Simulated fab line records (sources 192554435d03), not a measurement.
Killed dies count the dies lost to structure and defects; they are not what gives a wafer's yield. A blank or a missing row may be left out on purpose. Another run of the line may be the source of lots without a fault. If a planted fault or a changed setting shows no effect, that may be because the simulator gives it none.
Which of the tools did it? || flow n5_finfet || 10 lots, 30 wafers sampled, at 1 step of a route of 1938

## WHAT THE GAUGES READ, wafer by wafer
N5_BEOL_M4_CD_MEAS_28: target cd 26.2 nm, target cd y 24.1 nm.
{"lot": "L079", "measured": "day 9 00:38", "on": "cd_sem-03", "cd_nm (nm)": "26.10 26.04 25.83"}
{"lot": "L080", "measured": "day 9 01:44", "on": "cd_sem-01", "cd_nm (nm)": "26.39 26.01 25.85"}
{"lot": "L082", "measured": "day 9 08:47", "on": "cd_sem-03", "cd_nm (nm)": "26.00 26.18 26.41"}
{"lot": "L081", "measured": "day 9 18:41", "on": "cd_sem-03", "cd_nm (nm)": "26.19 25.84 26.73"}
{"lot": "L085", "measured": "day 10 20:07", "on": "cd_sem-01", "cd_nm (nm)": "26.72 26.53 26.17"}
{"lot": "L087", "measured": "day 11 05:56", "on": "cd_sem-01", "cd_nm (nm)": "26.01 26.43 26.06"}
{"lot": "L089", "measured": "day 12 00:18", "on": "cd_sem-03", "cd_nm (nm)": "25.88 26.26 25.89"}
{"lot": "L090", "measured": "day 12 03:43", "on": "cd_sem-03", "cd_nm (nm)": "26.39 26.26 25.94"}
{"lot": "L094", "measured": "day 12 23:03", "on": "cd_sem-02", "cd_nm (nm)": "26.40 25.73 26.11"}
{"lot": "L097", "measured": "day 13 18:39", "on": "cd_sem-02", "cd_nm (nm)": "26.25 26.49 26.59"}

## WHICH TOOL RAN EACH LOT (tool, then ch and the chambers of the sampled wafers, then the start)
The record holds no process step before these readings.

## THE ANSWER, worked out from the rows above alone
Rule: the usual values come from the lots themselves. Put in order of their means at a reading, lots are off if they are a third of the lots or fewer, leave a main group of 4 or more, and stand apart from it by a gap of 3 or more times the standard deviation of the main group's means; of several such gaps the widest counts. The tables above print the reading to a certain number of digits; a main group whose means all agree to those digits is not used. Also off: a lot with no number at a reading for which 4 or more lots have one. The other lots that the step has rows for count as sound.
Nothing can be told from this: no lot is off at any reading shown.

## WHAT THE SIMULATOR PUT IN
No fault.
